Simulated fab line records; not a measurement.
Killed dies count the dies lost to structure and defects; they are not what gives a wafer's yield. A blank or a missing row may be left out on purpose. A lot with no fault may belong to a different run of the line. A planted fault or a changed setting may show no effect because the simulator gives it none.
Matching of chambers | flow n5_finfet | rie_diel-04 running N5_MOL_CONTACT_COAG_ETCH_90: 4 sister chambers
The step etches SiARC in CF4, target depth 13 nm, time 21.7 s. 4 wafers are shown with their chamber, then 9 later ones without.

## WAFERS, EACH WITH ITS CHAMBER
wafer  | chamber | throttle_valve_pct (%)
L085.6 | 2       | 16.04
L090.1 | 1       | 15.39
L090.3 | 0       | 15.62
L090.6 | 3       | 15.59

## WAFERS WHOSE CHAMBER IS MISSING
wafer  | throttle_valve_pct (%)
L094.3 | 15.61
L094.5 | 15.60
L094.6 | 15.60
L095.2 | 16.07
L095.4 | 15.42
L095.5 | 15.43
L096.3 | 15.40
L096.4 | 16.07
L096.5 | 16.10

## WHICH CHAMBER EACH ONE RAN IN
wafer  | from the rows above     | in truth
L094.3 | can't be placed: 0 or 3 | 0
L094.5 | can't be placed: 3 or 0 | 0
L094.6 | can't be placed: 3 or 0 | 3
L095.2 | 2                       | 2
L095.4 | 1                       | 1
L095.5 | 1                       | 1
L096.3 | 1                       | 1
L096.4 | 2                       | 2
L096.5 | 2                       | 2
Correctly placed: 6 of 9. These rows do not allow placing 3 (true chamber among the candidates in 3). Placed wrongly: 0.
How it was worked out, from the rows above alone: a wafer's distance from a chamber is the root of the sum, over the readings, of the square of ((its reading less the chamber's mean) divided by the reading's scatter). If the next closest chamber is less than 2 further off than the closest, the wafer can't be placed; otherwise it belongs to the closest. For every chamber, the mean is computed from those of its wafers that are shown. The scatter: root of mean squared gap, hidden wafer to nearest shown wafer, with one shown wafer a chamber.
